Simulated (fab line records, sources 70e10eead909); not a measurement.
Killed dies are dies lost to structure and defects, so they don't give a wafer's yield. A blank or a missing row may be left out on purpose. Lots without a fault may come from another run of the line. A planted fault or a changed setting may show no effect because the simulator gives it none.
fab line records | flow nand_harc
record lots=12 wafers=36 last_day=23
route steps=1159 shown P_GATE@149 P_CONTACT@218 END@1159
lots that met no fault: from a run of the same line without faults
start_h: hours from the record's first day to the start of the lot's first wafer shown | wait_h: hours since the lot's step before | " the same as in the row above | L1.1+2: a row that stands for several wafers | - no value, or no start given | * or withheld: withheld | < > ~ a bound
route shown NAME@n: a module of which the file shows steps, and the number in the route of the first | usual: mean/standard deviation of fault-free wafers | same: alike in all rows | chamber/n: place in a boat | sites: the reading at each site | _std_site: their standard deviation | _edge_site: outer sites' mean less inner sites' | radius_mm: how far each site lies from the wafer's centre | mask NAME#n: copy n | behind: the tool/chamber that last shaped the wafer | hold: why the lot was held/for how many hours/how that ended | device: the transistor (n, p or np) that didn't switch | end of line: the same wafers' tests at the end of the route | a step without rows: its recipe alone | killed: dies lost to structure and defects at the first sort, not the wafer's yield | map: a wafer's dies, x killed, . not, _ none there
set.NAME: the setting as run; set.NAME@STEP: as run at that earlier step | model.NAME: the simulator's own value behind a step, which no gauge read
steps of the route over a sample of lots; a table a step, a row a wafer
services: from which hour (start_h, from the record's first day; less than 0 if before it) a tool's chamber was out of use, for how many hours, and why
## steps
# step NHARC_P_GATE_ETCH_32
# recipe target_depth_a=1500 over_etch_frac=1 over_etch_ion_energy_ev=40 time_s=100.1 hbr_flow_sccm=150 cl2_flow_sccm=50 rf_w=400 icp_w=400 bias_w=100 chemistry=HBr/Cl2
# usual drypump_motor_current_A=5.49/0.19 oes_product_au=0.997/0.0088 throttle_valve_pct=26.406/0.009
# columns lot.wafer tool chamber start_h wait_h drypump_motor_current_A oes_product_au rf_hours_counter_h throttle_valve_pct
L723.4 rie_si-03 2 90.96 - 5.64 1.019 1.1 26.418
L723.3 " 3 " " 5.50 0.998 0.9 26.407
L723.5 " 1 " " 5.22 0.994 - 26.396
L726.4 rie_si-02 0 101.46 - 5.50 1.006 0.5 26.395
L726.2 " 1 " " 5.32 0.990 0.5 26.413
L726.5 " 3 " " 5.44 1.004 - 26.403
L725.4 rie_si-03 2 101.66 - 5.67 1.021 1.2 26.407
L725.2 " 3 " " 5.48 1.001 1.0 26.417
L725.3 " 0 " " 5.51 1.003 1.3 26.397
L729.3 rie_si-03 0 120.18 - 5.50 0.995 1.4 26.418
L729.1 " 2 " " 5.67 1.002 1.3 26.412
L729.6 " 0 " " 5.50 0.993 - 26.389
L728.1 rie_si-05 0 121.65 - 5.67 1.004 0.4 26.395
L728.2 " 1 " " 5.77 1.005 0.3 26.400
L728.5 " 2 " " 5.84 0.998 - 26.405
L730.4 rie_si-03 3 132.66 - 5.50 0.998 1.3 26.411
L730.2 " 0 " " 5.50 0.998 1.6 26.406
L730.1 " 1 " " 5.23 1.010 1.5 26.405
L731.4 rie_si-03 0 137.43 - 5.50 0.990 1.7 26.402
L731.1 " 1 " " 5.22 0.996 1.6 26.386
L731.5 " 0 " " 5.49 0.997 - 26.394
L732.3 rie_si-03 1 138.05 - 5.21 0.998 1.6 26.415
L732.2 " 0 " " 5.50 0.989 1.7 26.413
L732.6 " 2 " " 5.69 0.996 - 26.392
L734.2 rie_si-03 1 153.99 - 5.23 0.991 1.7 26.398
L734.4 " 3 " " 5.48 0.996 1.6 26.400
L734.5 " 1 " " 5.23 0.994 - 26.401
L735.2 rie_si-05 1 164.44 - 5.77 0.993 0.6 26.421
L735.6 " 0 " " 5.67 0.998 - 26.390
L735.5 " 1 " " 5.78 0.991 - 26.407
L743.1 rie_si-02 3 208.68 - 5.35 0.997 1.6 26.405
L743.3 " 1 " " 5.31 0.976 1.3 26.408
L743.6 " 3 " " 5.38 0.983 - 26.405
L744.4 rie_si-05 3 216.66 - 5.42 0.992 1.5 26.397
L744.2 " 1 " " 5.72 1.009 1.1 26.411
L744.6 " 3 " " 5.44 1.003 - 26.405
# step NHARC_P_GATE_STRIP_75
# recipe power_w=1500 temp_c=250 chemistry=O2
# usual drypump_motor_current_A=6.1/0.33 heater_power_w=338/34
# columns lot.wafer tool chamber start_h wait_h drypump_motor_current_A heater_power_w rf_hours_counter_h
L723.3 plasma_asher-02 0 105.54 0.2 5.6 304 -
L723.4 " 1 " " 6.3 322 -
L723.5 " 0 " " 5.6 303 -
L726.2 plasma_asher-02 1 113.68 0.2 6.3 330 36
L726.4 " 1 " " 6.3 330 -
L726.5 " 0 " " 5.6 299 -
L725.2 plasma_asher-01 1 115.94 0.2 6.5 396 3
L725.4 " 1 " " 6.5 387 -
L725.3 " 0 " " 6.0 342 -
L729.1 plasma_asher-02 0 132.52 0.3 5.6 308 42
L729.3 " 0 " " 5.6 301 -
L729.6 " 0 " " 5.6 302 -
L728.1 plasma_asher-01 1 134.07 0.3 6.5 397 8
L728.2 " 0 " " 6.0 355 8
L728.5 " 1 " " 6.5 386 -
L730.2 plasma_asher-01 0 144.76 0.2 6.0 338 13
L730.1 " 1 " " 6.5 393 13
L730.4 " 0 " " 6.0 345 -
L731.1 plasma_asher-01 0 149.61 0.3 6.0 351 15
L731.4 " 1 " " 6.5 386 -
L731.5 " 0 " " 6.0 337 -
L732.2 plasma_asher-02 1 150.24 0.3 6.3 332 50
L732.3 " 1 " " 6.2 332 -
L732.6 " 0 " " 5.6 310 -
L734.2 plasma_asher-02 0 166.02 0.2 5.7 295 54
L734.4 " 1 " " 6.2 329 -
L734.5 " 0 " " 5.7 295 -
L735.2 plasma_asher-02 0 176.64 0.2 5.6 298 59
L735.6 " 0 " " 5.6 308 -
L735.5 " 1 " " 6.3 330 -
L743.1 plasma_asher-01 1 222.94 0.2 6.5 391 33
L743.3 " 0 " " 6.0 335 -
L743.6 " 1 " " 6.5 388 -
L744.2 plasma_asher-02 0 228.76 0.2 5.6 302 14
L744.4 " 1 " " 6.3 311 -
L744.6 " 1 " " 6.2 309 -
# step NHARC_P_GATE_STRIP_76
# recipe power_w=1500 temp_c=250 chemistry=O2
# usual drypump_motor_current_A=6.0/0.33 heater_power_w=329/31
# columns lot.wafer tool chamber start_h wait_h drypump_motor_current_A heater_power_w rf_hours_counter_h
L723.4 plasma_asher-02 1 107.31 0.2 6.3 324 -
L723.3 " 0 " " 5.7 297 -
L723.5 " 0 " " 5.6 300 -
L726.2 plasma_asher-02 1 115.61 0.2 6.2 328 36
L726.4 " 1 " " 6.3 330 -
L726.5 " 1 " " 6.2 326 -
L725.2 plasma_asher-01 1 117.67 0.2 6.5 397 3
L725.4 " 1 " " 6.5 398 -
L725.3 " 0 " " 6.0 343 -
L729.1 plasma_asher-02 0 134.29 0.2 5.6 291 43
L729.3 " 0 " " 5.6 307 -
L729.6 " 1 " " 6.3 325 -
L728.1 plasma_asher-01 0 135.86 0.2 6.0 341 9
L728.2 " 1 " " 6.5 402 9
L728.5 " 0 " " 6.0 352 -
L730.2 plasma_asher-02 0 146.47 0.2 5.6 298 49
L730.1 " 1 " " 6.2 322 49
L730.4 " 1 " " 6.2 322 -
L731.1 plasma_asher-02 1 151.35 0.2 6.3 330 50
L731.4 " 0 " " 5.6 306 -
L731.5 " 1 " " 6.3 326 -
L732.2 plasma_asher-02 1 152.02 0.2 6.2 326 50
L732.3 " 1 " " 6.2 333 -
L732.6 " 0 " " 5.6 305 -
L734.2 plasma_asher-02 1 167.59 0.2 6.2 327 55
L734.4 " 1 " " 6.2 325 -
L734.5 " 1 " " 6.2 332 -
L735.2 plasma_asher-01 1 178.36 0.2 6.5 399 25
L735.5 " 0 " " 6.0 338 -
L735.6 " 1 " " 6.5 396 -
L743.1 plasma_asher-01 0 224.54 0.2 6.0 334 34
L743.3 " 1 " " 6.5 387 -
L743.6 " 0 " " 6.0 338 -
L744.2 plasma_asher-02 1 230.48 0.2 6.2 322 15
L744.4 " 1 " " 6.3 314 -
L744.6 " 0 " " 5.6 299 -
# step NHARC_P_GATE_INSPECT_68
# usual raw_defect_count=183/55
# columns lot.wafer tool chamber start_h wait_h raw_defect_count
L723.3 defect_inspect-01 - 111.31 0.1 205
L723.4 " - " " 169
L723.5 " - " " 186
L726.2 defect_inspect-01 - 119.49 0.1 145
L726.4 " - " " 152
L726.5 " - " " 191
L725.2 defect_inspect-01 - 122.00 0.3 292
L725.3 " - " " 217
L725.4 " - " " 213
L729.1 defect_inspect-01 - 138.51 0.2 207
L729.3 " - " " 338
L729.6 " - " " 185
L728.1 defect_inspect-01 - 139.92 0.2 177
L728.2 " - " " 154
L728.5 " - " " 197
L730.1 defect_inspect-02 - 150.52 0.2 179
L730.2 " - " " 147
L730.4 " - " " 167
L731.1 defect_inspect-01 - 155.56 0.2 109
L731.4 " - " " 179
L731.5 " - " " 145
L732.2 defect_inspect-01 - 156.05 0.1 402
L732.3 " - " " 1542
L732.6 " - " " 212
L734.2 defect_inspect-01 - 171.62 0.1 1575
L734.4 " - " " 201
L734.5 " - " " 1575
L735.2 defect_inspect-02 - 182.37 0.1 286
L735.5 " - " " 181
L735.6 " - " " 185
L743.1 defect_inspect-02 - 228.49 0.2 182
L743.3 " - " " 182
L743.6 " - " " 226
L744.2 defect_inspect-02 - 234.65 0.1 273
L744.4 " - " " 179
L744.6 " - " " 155
# step NHARC_P_CONTACT_DEP_00
# recipe target_thk_a=5000 temp_c=400 pressure_torr=6.5 rf_w=900 teos_flow_sccm=161.4 flow_sccm=2650 target_thk_nm=500 gas=O2 material=SiO2
# usual heater_power_w=523/72 throttle_valve_pct=16.0/0.36
# columns lot.wafer tool chamber start_h wait_h heater_power_w since_wet_clean_h throttle_valve_pct
L723.3 pecvd-04 1 - - 576 85 16.1
L723.5 " 2 " " 447 - 16.4
L723.4 " 1 " " 429 - 15.9
L726.2 pecvd-04 1 - - 515 93 16.1
L726.4 " 1 " " 545 - 16.2
L726.5 " 2 " " 545 - 16.3
L725.3 pecvd-01 1 - - 627 53 15.8
L725.2 " 0 " " 480 53 16.4
L725.4 " 0 " " 510 - 16.3
L729.1 pecvd-01 0 - - 570 70 16.4
L729.3 " 1 " " 640 70 15.8
L729.6 " 2 " " 552 - 16.0
L728.2 pecvd-01 1 - - 662 71 15.8
L728.1 " 2 " " 711 71 15.7
L728.5 " 0 " " 470 - 16.2
L730.2 pecvd-04 2 - - 440 124 16.3
L730.1 " 0 " " 483 124 16.1
L730.4 " 2 " " 486 - 16.5
L731.1 pecvd-03 2 - - 445 32 15.2
L731.4 " 1 " " 526 - 15.6
L731.5 " 2 " " 483 - 15.4
L732.3 pecvd-03 2 - - 402 32 15.2
L732.2 " 1 " " 488 32 15.6
L732.6 " 2 " " 437 - 15.3
L734.2 pecvd-04 1 - - 466 145 16.1
L734.4 " 0 " " 547 - 16.2
L734.5 " 1 " " 503 - 16.2
L735.2 pecvd-01 2 - - 634 114 15.8
L735.5 " 1 " " 585 - 16.2
L735.6 " 2 " " 706 - 16.0
L743.1 pecvd-04 2 - - 442 21 16.1
L743.3 " 1 " " 492 21 16.4
L743.6 " 2 " " 474 - 16.6
L744.2 pecvd-04 1 - - 500 27 16.2
L744.4 " 0 " " 539 - 15.6
L744.6 " 1 " " 503 - 16.3
# step NHARC_END_SORT_01
# recipe temp_c=25
# usual killed_at_array=27/9.9 killed_at_other=0.6/0.84 killed_at_periphery=3.7/2.5 killed_dies=31/9.9 killed_open=3.0/1.6 killed_short=1.9/1.2
# same gross_dies=677
# columns lot.wafer tool chamber start_h wait_h killed_at_array killed_at_other killed_at_periphery killed_dies killed_open killed_short
L725.2 prober-01 0 454.23 2.8 21 0 4 25 2 1
L725.3 prober-01 0 455.03 3.1 31 0 5 36 1 3
L725.4 prober-01 0 455.83 3.4 31 0 3 34 1 1
L734.2 prober-01 0 503.23 2.8 35 1 55 91 5 1
L734.4 prober-01 0 504.84 3.4 38 2 4 44 6 4
L734.5 prober-01 0 505.64 3.7 35 0 53 88 6 2
L732.2 prober-02 0 509.94 2.8 15 0 6 21 5 3
L732.3 prober-02 0 510.75 3.1 15 1 52 68 2 3
L732.6 prober-02 0 513.16 4.0 15 1 12 28 4 2
# killed by level:class
L725.2 A_SLIT:chamber_film_flake=11 A_CHANNEL_HOLE_D1:chamber_film_flake=4 A_M0:chamber_film_flake=3 P_STI:chamber_film_flake=2 P_M0:geometric_particle:short=1 P_M0:geometric_particle:open=1 A_CONTACT:geometric_particle:open=1 A_ZERO_WELL:chamber_film_flake=1
L725.3 A_SLIT:chamber_film_flake=7 A_CHANNEL_HOLE_D1:chamber_film_flake=5 A_STAIRCASE:chamber_film_flake=4 A_WL_FILL:chamber_film_flake=4 A_CONTACT:chamber_film_flake=4 P_CONTACT:chamber_film_flake=3 A_M0:chamber_film_flake=3 P_M0:geometric_particle:open=1
L725.4 A_SLIT:chamber_film_flake=9 A_CHANNEL_HOLE_D1:chamber_film_flake=8 A_WL_FILL:chamber_film_flake=4 A_M0:chamber_film_flake=4 P_CONTACT:chamber_film_flake=3 A_CONTACT:chamber_film_flake=3 A_ONON_D1:geometric_particle:open=1 A_CONTACT:geometric_particle:short=1
L734.2 P_GATE:unspecified=49 A_SLIT:chamber_film_flake=17 A_STAIRCASE:chamber_film_flake=6 A_CHANNEL_HOLE_D1:chamber_film_flake=4 P_GATE:geometric_particle:open=3 P_M1:chamber_film_flake=2 A_ZERO_WELL:chamber_film_flake=2 A_CONTACT:chamber_film_flake=2
L734.4 A_SLIT:chamber_film_flake=14 A_CONTACT:chamber_film_flake=6 A_CHANNEL_HOLE_D1:chamber_film_flake=5 P_M0:geometric_particle:open=2 A_CONTACT:geometric_particle:short=2 STARTING-WAFER:geometric_particle:open=2 A_STAIRCASE:chamber_film_flake=2 A_SGD_CUT:chamber_film_flake=2
L734.5 P_GATE:unspecified=49 A_SLIT:chamber_film_flake=14 A_STAIRCASE:chamber_film_flake=6 A_CONTACT:chamber_film_flake=4 A_CHANNEL_HOLE_D1:chamber_film_flake=3 P_CONTACT:geometric_particle:open=2 A_M0:geometric_particle:open=2 A_M1:geometric_particle:open=2
L732.2 A_CHANNEL_HOLE_D1:chamber_film_flake=6 P_M1:chamber_film_flake=4 P_CONTACT:geometric_particle:open=2 A_CHANNEL_FILL_D1:geometric_particle:open=2 A_ONON_D1:geometric_particle:open=1 A_CHANNEL_FILL_D1:geometric_particle:short=1 A_CONTACT:geometric_particle:short=1 A_M1:geometric_particle:short=1
L732.3 P_GATE:unspecified=47 P_M1:chamber_film_flake=4 A_STAIRCASE:chamber_film_flake=4 A_WL_FILL:chamber_film_flake=3 A_CONTACT:chamber_film_flake=3 A_M0:geometric_particle:open=2 A_WL_FILL:geometric_particle:short=1 A_M1:geometric_particle:short=1
L732.6 P_M1:chamber_film_flake=6 A_STAIRCASE:chamber_film_flake=6 A_CHANNEL_HOLE_D1:chamber_film_flake=5 P_CONTACT:geometric_particle:short=2 A_CONTACT:chamber_film_flake=2 P_CONTACT:geometric_particle:open=1 P_M2:geometric_particle:open=1 P_BONDPAD:geometric_particle:open=1
## services
# columns tool chamber start_h hours kind
rie_si-03 3 80.57 1.3 repair
plasma_asher-01 - 99.00 9.0 pm
plasma_asher-01 0 99.00 9.0 vent_cycle
plasma_asher-01 1 99.00 9.0 vent_cycle
pecvd-01 - 100.40 1.0 repair
plasma_asher-01 0 108.00 - clean
plasma_asher-01 1 108.00 - clean
pecvd-03 - 111.09 13.0 pm
rie_si-02 0 131.39 1.8 repair
rie_si-02 3 136.29 4.0 repair
rie_si-03 - 155.00 9.0 pm
rie_si-05 2 168.62 9.0 repair
pecvd-03 - 175.72 0.6 repair
rie_si-02 1 176.79 7.9 repair
plasma_asher-02 - 183.00 9.0 pm
plasma_asher-02 0 183.00 9.0 vent_cycle
plasma_asher-02 1 183.00 9.0 vent_cycle
plasma_asher-02 0 192.00 - clean
plasma_asher-02 1 192.00 - clean
plasma_asher-02 - 192.79 2.4 repair
pecvd-04 - 195.33 13.0 pm
plasma_asher-01 - 197.17 9.4 repair
pecvd-03 - 208.95 9.3 repair
rie_si-02 - 211.00 9.0 pm
## key
first_sign step=NHARC_P_GATE_INSPECT_68 reading=raw_defect_count direction=up sigmas=25 usual=183 struck=1564
effect step=NHARC_END_SORT_01 reading=killed_at_periphery direction=up sigmas=20 usual=3.7 struck=53.3
more_kills_born_at NHARC_P_GATE_ETCH_32@rie_si-03=145
met_at NHARC_P_GATE_ETCH_32
struck_lots L732,L734
struck_wafers L732.3,L734.2,L734.5
tester_left_out L732,L734
not_acting_at NHARC_P_GATE_STRIP_75,NHARC_P_GATE_STRIP_76,NHARC_P_CONTACT_DEP_00
onset_between 137.43 138.05
fault kind=chamber_particle_source tool=rie_si-03 chamber=1 onset_h=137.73 steps=NHARC_P_GATE_ETCH_32 rate_per_visit_cm2=2.0786 end_h=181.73
# tester_left_out: of these lots the tester's yield and bins aren't shown, on N5 and GAA mostly nor the transistor test; their killed dies are dies lost to structure and defects alone, not to doping, threshold or leakage, so they don't give the yield
